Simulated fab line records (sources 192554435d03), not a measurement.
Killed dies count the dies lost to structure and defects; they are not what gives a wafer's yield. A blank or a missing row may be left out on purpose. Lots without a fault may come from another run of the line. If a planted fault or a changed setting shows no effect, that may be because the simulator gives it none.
Chamber matching / flow n5 finfet / pecvd-02 running N5_BEOL_M7_PECVD_70: 3 sister chambers
The step deposits SiO2 from TEOS/O2, target thk 20 nm, time 22.7 s. 18 wafers are shown with their chamber, then 9 later ones without.

== WAFERS PAIRED WITH THEIR CHAMBERS ==
wafer=L074.1; chamber=1; showerhead plenum p Torr (Torr)=8.68; throttle valve pct (%)=20.9; heater power w (W)=683
wafer=L074.4; chamber=2; showerhead plenum p Torr (Torr)=8.81; throttle valve pct (%)=20.4; heater power w (W)=776
wafer=L074.5; chamber=0; showerhead plenum p Torr (Torr)=8.73; throttle valve pct (%)=21.5; heater power w (W)=723
wafer=L077.1; chamber=0; showerhead plenum p Torr (Torr)=8.72; throttle valve pct (%)=21.1; heater power w (W)=802
wafer=L077.2; chamber=1; showerhead plenum p Torr (Torr)=8.70; throttle valve pct (%)=20.6; heater power w (W)=593
wafer=L077.5; chamber=0; showerhead plenum p Torr (Torr)=8.72; throttle valve pct (%)=21.3; heater power w (W)=825
wafer=L080.3; chamber=2; showerhead plenum p Torr (Torr)=8.80; throttle valve pct (%)=20.5; heater power w (W)=797
wafer=L080.5; chamber=0; showerhead plenum p Torr (Torr)=8.70; throttle valve pct (%)=21.1; heater power w (W)=791
wafer=L080.6; chamber=2; showerhead plenum p Torr (Torr)=8.83; throttle valve pct (%)=20.4; heater power w (W)=811
wafer=L081.2; chamber=0; showerhead plenum p Torr (Torr)=8.74; throttle valve pct (%)=21.4; heater power w (W)=767
wafer=L081.3; chamber=1; showerhead plenum p Torr (Torr)=8.69; throttle valve pct (%)=20.7; heater power w (W)=664
wafer=L081.4; chamber=1; showerhead plenum p Torr (Torr)=8.67; throttle valve pct (%)=20.7; heater power w (W)=676
wafer=L086.2; chamber=2; showerhead plenum p Torr (Torr)=8.81; throttle valve pct (%)=20.4; heater power w (W)=784
wafer=L086.3; chamber=0; showerhead plenum p Torr (Torr)=8.73; throttle valve pct (%)=21.1; heater power w (W)=798
wafer=L086.6; chamber=2; showerhead plenum p Torr (Torr)=8.79; throttle valve pct (%)=20.6; heater power w (W)=763
wafer=L090.1; chamber=0; showerhead plenum p Torr (Torr)=8.72; throttle valve pct (%)=21.2; heater power w (W)=779
wafer=L090.3; chamber=0; showerhead plenum p Torr (Torr)=8.72; throttle valve pct (%)=21.2; heater power w (W)=784
wafer=L090.4; chamber=1; showerhead plenum p Torr (Torr)=8.70; throttle valve pct (%)=20.6; heater power w (W)=709

SIGNATURES (means of the wafers above)
reading=showerhead plenum p Torr; chamber 0=8.7225; chamber 1=8.6880; chamber 2=8.8080; scatter within a chamber=0.0129
reading=throttle valve pct; chamber 0=21.238; chamber 1=20.700; chamber 2=20.460; scatter within a chamber=0.129
reading=heater power w; chamber 0=783.62; chamber 1=665.00; chamber 2=786.20; scatter within a chamber=31.9
Rule: for each reading, subtract the chamber's mean from the wafer's reading, divide by that reading's scatter and square the result; add these up over the readings and take the root, which gives the wafer's distance from the chamber. If the next closest chamber is less than 2 further off than the closest, the wafer can't be placed; otherwise it belongs to the closest. How the scatter is found: for the shown wafers, subtract from each reading the mean of its chamber, square and add these, divide the total by (wafers less chambers), then take the root.

== WAFERS WITH NO CHAMBER GIVEN ==
wafer=L088.1; showerhead plenum p Torr (Torr)=8.70; throttle valve pct (%)=20.6; heater power w (W)=684
wafer=L088.4; showerhead plenum p Torr (Torr)=8.74; throttle valve pct (%)=21.5; heater power w (W)=778
wafer=L088.6; showerhead plenum p Torr (Torr)=8.67; throttle valve pct (%)=20.7; heater power w (W)=713
wafer=L091.2; showerhead plenum p Torr (Torr)=8.69; throttle valve pct (%)=20.7; heater power w (W)=659
wafer=L091.5; showerhead plenum p Torr (Torr)=8.68; throttle valve pct (%)=20.7; heater power w (W)=672
wafer=L091.6; showerhead plenum p Torr (Torr)=8.78; throttle valve pct (%)=20.8; heater power w (W)=840
wafer=L094.1; showerhead plenum p Torr (Torr)=8.69; throttle valve pct (%)=20.7; heater power w (W)=633
wafer=L094.5; showerhead plenum p Torr (Torr)=8.80; throttle valve pct (%)=20.8; heater power w (W)=823
wafer=L094.6; showerhead plenum p Torr (Torr)=8.69; throttle valve pct (%)=20.7; heater power w (W)=641

== WHICH CHAMBER EACH WENT THROUGH ==
wafer=L088.1; from the rows above=1; in truth=1
wafer=L088.4; from the rows above=0; in truth=0
wafer=L088.6; from the rows above=1; in truth=1
wafer=L091.2; from the rows above=1; in truth=1
wafer=L091.5; from the rows above=1; in truth=1
wafer=L091.6; from the rows above=2; in truth=2
wafer=L094.1; from the rows above=1; in truth=1
wafer=L094.5; from the rows above=2; in truth=2
wafer=L094.6; from the rows above=1; in truth=1
Correctly placed: 9 of 9. Not placeable from these rows: 0. Number placed wrongly: 0.
